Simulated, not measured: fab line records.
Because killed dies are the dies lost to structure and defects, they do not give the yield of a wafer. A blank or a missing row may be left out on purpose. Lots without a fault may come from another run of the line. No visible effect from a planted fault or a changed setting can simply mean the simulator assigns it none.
Matching of chambers    flow nand harc    4 sister chambers for NHARC_A_BONDPAD_CMP_19 on cmp-02
The step polishes, t overpolish 30 s, cu recess touch 16 s, target thk 169.82 nm. 14 wafers are shown with their chamber, then 7 later ones without.

== WAFERS WITH THEIR CHAMBER ==
wafer   chamber  motor current A (A)  overpolish run s (s)
L272.3  0        11.6                 30.011
L272.4  3        11.3                 29.996
L272.6  1        13.2                 29.999
L273.1  2        11.4                 29.994
L273.2  1        13.5                 30.009
L273.5  0        11.3                 30.013
L279.2  0        11.8                 30.021
L279.3  3        11.6                 29.999
L279.5  2        11.2                 29.993
L280.3  2        11.1                 30.005
L280.4  0        11.7                 30.015
L280.6  3        11.4                 30.021
L281.2  0        11.5                 29.989
L281.3  2        10.9                 30.001

SIGNATURES (averages over the wafers above)
reading           chamber 0  chamber 1  chamber 2  chamber 3  scatter within a chamber
motor current A   11.580     13.350     11.150     11.433     0.192
overpolish run s  30.00980   30.00400   29.99825   30.00533   0.0106
Rule: a wafer's distance from a chamber is the root of the sum, over the readings, of the square of ((its reading less the chamber's mean) divided by the reading's scatter). The wafer belongs to the nearest chamber; if the next one is less than 2 further off, it can't be placed. The scatter: take each reading less its chamber's mean, square it, sum over the shown wafers, divide by the number of wafers less the number of chambers, and take the root.

== WAFERS WHOSE CHAMBER IS MISSING ==
wafer   motor current A (A)  overpolish run s (s)
L281.5  11.1                 30.016
L283.1  11.9                 30.003
L283.2  11.3                 30.003
L283.6  12.9                 30.010
L284.1  12.5                 30.014
L284.4  11.9                 30.011
L284.5  11.5                 30.007

== WHICH CHAMBER EACH WENT THROUGH ==
wafer   from the rows above           in truth
L281.5  can't be placed: 2 or 3 or 0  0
L283.1  can't be placed: 0 or 3       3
L283.2  can't be placed: 3 or 2 or 0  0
L283.6  1                             1
L284.1  can't be placed: 1 or 0 or 3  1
L284.4  can't be placed: 0 or 3       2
L284.5  can't be placed: 3 or 0 or 2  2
Placed correctly: 1 of 7. Cannot be placed on the basis of these rows: 6; the candidates contain the true chamber in 5. Wrongly placed: 0.
